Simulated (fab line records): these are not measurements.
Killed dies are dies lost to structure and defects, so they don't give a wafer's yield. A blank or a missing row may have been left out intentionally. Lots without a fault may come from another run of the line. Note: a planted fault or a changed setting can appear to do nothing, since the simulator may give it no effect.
Which tool was responsible?    flow n5 finfet    9 lots, 27 wafers sampled, at 5 steps of a route of 1938

== WHAT THE GAUGES READ, wafer by wafer ==
N5_BEOL_M4_RC_MEAS_101. Usual: DIBL_N 36.3 mV/V, standard deviation 1; DIBL_P 36.2 mV/V, standard deviation 1.4; IOFF_N 0.157 nA/um, standard deviation 0.021; IOFF_P 0.206 nA/um, standard deviation 0.025; ION_N 673 uA/um, standard deviation 9; ION_P 461 uA/um, standard deviation 6.4; SS_N 71.5 mV/dec, standard deviation 0.5; SS_P 73.2 mV/dec, standard deviation 0.47; VT_N 249.9 mV, standard deviation 2.4; VT_P -250.6 mV, standard deviation 2.9.
lot   measured      on         DIBL_N (mV/V)   DIBL_P (mV/V)   IOFF_N (nA/um)     IOFF_P (nA/um)     ION_N (uA/um)  ION_P (uA/um)  SS_N (mV/dec)   SS_P (mV/dec)   VT_N (mV)          VT_P (mV)             flag
L873  day 8 05:33   prober-01  35.3 37.3 34.9  34.4 37.2 34.2  0.136 0.170 0.129  0.177 0.217 0.175  671 682 668    462 467 461    70.8 71.2 70.1  73.1 74.0 73.2  250.8 248.2 250.4  -251.1 -250.9 -252.8  
L877  day 9 07:38   prober-02  36.7 35.1 35.3  37.4 36.1 36.2  0.170 0.145 0.144  0.224 0.196 0.196  669 665 661    464 456 458    72.4 71.5 70.9  73.5 73.2 73.4  247.3 251.9 251.8  -249.1 -252.0 -252.4  
L878  day 9 09:32   prober-01  37.5 39.5 38.3  35.9 38.7 37.6  0.151 0.202 0.181  0.199 0.242 0.226  668 686 686    464 467 469    71.5 72.3 71.5  73.9 73.3 73.5  250.2 246.9 250.7  -249.6 -247.3 -250.6  
L879  day 9 13:46   prober-01  37.1 36.2 36.3  38.0 37.4 37.1  0.200 0.189 0.183  0.260 0.241 0.251  676 673 676    464 463 465    72.4 71.8 71.9  74.0 73.5 74.3  247.1 246.8 249.2  -247.2 -248.0 -246.9  
L884  day 10 21:08  prober-02  37.0 37.3 37.2  37.4 37.7 38.3  0.161 0.164 0.170  0.206 0.208 0.222  671 668 687    460 455 462    71.6 72.2 72.1  73.0 73.4 72.6  253.7 250.5 247.8  -251.2 -253.6 -251.6  
L885  day 11 07:20  prober-01  35.0 35.3 36.3  34.8 35.0 36.4  0.146 0.152 0.173  0.197 0.201 0.220  674 661 677    465 454 459    71.1 71.4 71.4  72.9 73.1 72.9  250.0 254.8 247.7  -252.0 -248.4 -250.4  
L891  day 12 17:07  prober-02  37.5 35.4 35.9  35.7 34.3 34.6  0.148 0.120 0.132  0.179 0.157 0.162  665 667 660    448 455 455    71.8 70.2 72.1  73.4 72.9 72.3  251.7 252.6 252.5  -255.2 -255.0 -255.7  
L893  day 13 01:10  prober-01  35.8 36.5 35.6  34.6 34.8 34.3  0.141 0.147 0.142  0.206 0.210 0.208  679 665 681    470 463 472    71.0 71.5 71.0  73.2 72.5 72.6  250.3 248.9 250.8  -247.9 -246.2 -247.9  
L895  day 13 18:34  prober-02  36.6 37.6 36.7  39.0 40.5 38.5  0.183 0.208 0.187  0.210 0.230 0.207  688 697 686    469 462 462    71.7 71.7 72.0  73.4 73.7 73.4  246.7 247.3 246.2  -247.7 -248.8 -249.5  

== WHICH TOOL RAN EACH LOT (tool, then ch and the chambers of the sampled wafers, then the start) ==
lot   N5_FIN_SAQP_RECESS_71              N5_FIN_SAQP_ETCH_34                N5_FIN_CUT_COAT_18                N5_FIN_CUT_ETCH_30
L873  vapor etch-01 ch 0,1, day 2 07:02  rie diel-04 ch 0,1,2, day 2 07:47  litho track-03 ch 0, day 2 08:17  rie diel-01 ch 0,1,3, day 2 08:50
L877  vapor etch-01 ch 0,1, day 3 08:26  rie diel-06 ch 0,1, day 3 09:34    litho track-03 ch 0, day 3 10:04  rie diel-01 ch 0,1, day 3 10:37
L878  vapor etch-02 ch 0,1, day 3 12:40  rie diel-02 ch 0,3, day 3 13:26    litho track-03 ch 0, day 3 13:56  rie diel-05 ch 1,2,3, day 3 14:30
L879  vapor etch-02 ch 0,1, day 3 18:58  rie diel-04 ch 0,1, day 3 19:47    litho track-04 ch 0, day 3 20:17  rie diel-03 ch 1,2,3, day 3 20:49
L884  vapor etch-02 ch 0,1, day 5 03:05  rie diel-02 ch 1,2,3, day 5 04:56  litho track-03 ch 0, day 5 05:26  rie diel-05 ch 0,2,3, day 5 05:59
L885  vapor etch-02 ch 0,1, day 5 08:43  rie diel-02 ch 1,2, day 5 09:40    litho track-03 ch 0, day 5 10:10  rie diel-05 ch 1,2, day 5 10:43
L891  vapor etch-01 ch 0,1, day 6 19:09  rie diel-06 ch 0,1,3, day 6 19:58  litho track-04 ch 0, day 6 20:32  rie diel-05 ch 1,2,3, day 6 21:25
L893  vapor etch-02 ch 0,1, day 7 07:34  rie diel-06 ch 0,1,3, day 7 08:22  litho track-04 ch 0, day 7 08:52  rie diel-03 ch 0,2,3, day 7 09:26
L895  vapor etch-01 ch 0,1, day 7 18:54  rie diel-02 ch 0,2,3, day 7 19:44  litho track-05 ch 0, day 7 20:14  rie diel-01 ch 2,3, day 7 20:40
- N5_FIN_SAQP_RECESS_71: chemistry HF/NH3, target SiO2, target depth 3 nm, afs cycles 1, sublimation time 60 s.
- N5_FIN_SAQP_ETCH_34: etches SiO2 in C4F6/O2, target depth 45 nm, time 15 s.
- N5_FIN_CUT_COAT_18: time 60 s, resist thk 230 nm.
- N5_FIN_CUT_ETCH_30: etches underlayer in N2/H2, target depth 13 nm, time 10.4 s.

== AS READ BY THE TOOLS THEMSELVES (means over the sampled wafers that have a number; for cases with no such wafer, the mark the record gives instead) ==
N5_FIN_SAQP_RECESS_71. Usual: drypump motor current A 5.8 A, standard deviation 0.38.
lot   tool           drypump motor current A (A)  flag
L873  vapor etch-01  6.2                          
L877  vapor etch-01  6.2                          
L878  vapor etch-02  5.4                          
L879  vapor etch-02  5.4                          
L884  vapor etch-02  5.4                          
L885  vapor etch-02  5.6                          
L891  vapor etch-01  6.1                          
L893  vapor etch-02  5.6                          
L895  vapor etch-01  6.2                          

N5_FIN_SAQP_ETCH_34. Usual: drypump motor current A 5.7 A, standard deviation 0.58; etch rf on time s 14.94 s, standard deviation 0.24; oes product au 0.67 a.u., standard deviation 0.075; rf vpp V 668 V, standard deviation 5.7; showerhead plenum p Torr 2.85 Torr, standard deviation 0.077; throttle valve pct 21.10 %, standard deviation 0.29.
lot   tool         drypump motor current A (A)  etch rf on time s (s)  oes product au (a.u.)  rf vpp V (V)  showerhead plenum p Torr (Torr)  throttle valve pct (%)  flag
L873  rie diel-04  6.1                          14.96                  0.66                   667           2.81                             21.14                   
L877  rie diel-06  6.5                          14.92                  0.69                   671           2.83                             20.86                   
L878  rie diel-02  5.2                          15.16                  0.58                   662           2.81                             21.05                   
L879  rie diel-04  6.2                          15.06                  0.59                   664           2.82                             21.24                   
L884  rie diel-02  5.7                          14.97                  0.65                   666           2.88                             21.32                   
L885  rie diel-02  6.2                          14.86                  0.69                   670           2.90                             21.22                   
L891  rie diel-06  5.8                          14.97                  0.67                   672           2.86                             21.06                   
L893  rie diel-06  5.8                          14.76                  0.68                   672           2.86                             21.07                   
L895  rie diel-02  5.6                          14.79                  0.69                   664           2.82                             21.11                   

N5_FIN_CUT_COAT_18. Usual: heater power total W 500.8 W, standard deviation 1.7; plate temp C 250.00 C, standard deviation 0.2; spin speed rpm 1500.2 rpm, standard deviation 0.96.
lot   tool            heater power total W (W)  plate temp C (C)  spin speed rpm (rpm)  flag
L873  litho track-03  500.3                     249.82            1501.4                
L877  litho track-03  500.3                     249.85            1499.9                
L878  litho track-03  501.0                     249.93            1500.2                
L879  litho track-04  501.7                     250.30            1499.3                
L884  litho track-03  501.6                     249.67            1819.0                OFF
L885  litho track-03  501.6                     249.76            1819.4                OFF
L891  litho track-04  502.2                     250.02            1500.6                
L893  litho track-04  500.6                     249.95            1500.7                
L895  litho track-05  501.4                     249.89            1501.0                

N5_FIN_CUT_ETCH_30. Usual: drypump motor current A 5.8 A, standard deviation 0.64; etch rf on time s 10.37 s, standard deviation 0.16; oes product au 0.65 a.u., standard deviation 0.063; rf vpp V 523.6 V, standard deviation 3; showerhead plenum p Torr 2.54 Torr, standard deviation 0.1; throttle valve pct 17.88 %, standard deviation 0.24.
lot   tool         drypump motor current A (A)  etch rf on time s (s)  oes product au (a.u.)  rf vpp V (V)  showerhead plenum p Torr (Torr)  throttle valve pct (%)  flag
L873  rie diel-01  5.6                          10.34                  0.60                   524.0         2.56                             17.90                   
L877  rie diel-01  5.9                          10.47                  0.58                   521.5         2.48                             17.96                   
L878  rie diel-05  6.3                          10.28                  0.64                   521.8         2.48                             17.98                   
L879  rie diel-03  5.3                          10.53                  0.66                   524.5         2.56                             17.64                   
L884  rie diel-05  5.9                          10.19                  0.71                   521.2         2.46                             17.75                   
L885  rie diel-05  6.1                          10.60                  0.60                   521.5         2.49                             18.18                   
L891  rie diel-05  6.3                          10.46                  0.62                   523.0         2.47                             18.04                   
L893  rie diel-03  5.3                          10.45                  0.64                   523.3         2.54                             17.74                   
L895  rie diel-01  5.4                          10.50                  0.59                   525.7         2.62                             17.99                   

== THE ANSWER, worked out from the rows above alone ==
Rule: take the mean of a lot's wafers that have a number; if it is more than 3 standard deviations from the usual mean, the lot is off. Also off: a lot with no number at a reading for which 4 or more lots have one. Any other lot the step has rows for is counted as sound. The gauges are gone through in route order, then the tools' own readings, and for those a lot's mean is taken as printed above. The first step at which some lot is off is used, and at that step the reading that is off furthest; a lot without a number counts as furthest.
Off: L884, L885, at N5_FIN_CUT_COAT_18 (spin speed rpm).
If a tool, at that step or one of the process steps before it, ran each lot that is off and ran no sound lot following the first of them, it fits. One fits: litho track-03 at N5_FIN_CUT_COAT_18. A fault onset in the window from L878 (day 3 13:56, its last sound lot) to L884 (day 5 05:26, its first lot off) fits.
On the lots that are off, the tool's own readings at N5_FIN_CUT_COAT_18 differ by more than 5 times the standard deviation of the sound lots' means, which bears it out; spin speed rpm reads 1819.2 rpm there versus 1500.4 rpm on the sound lots.

== WHAT THE SIMULATOR HAD INSERTED ==
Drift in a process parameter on litho track-03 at N5_FIN_CUT_COAT_18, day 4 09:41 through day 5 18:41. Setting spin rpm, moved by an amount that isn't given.
Lots struck among those shown: L884, L885. The same result came from the rule above.
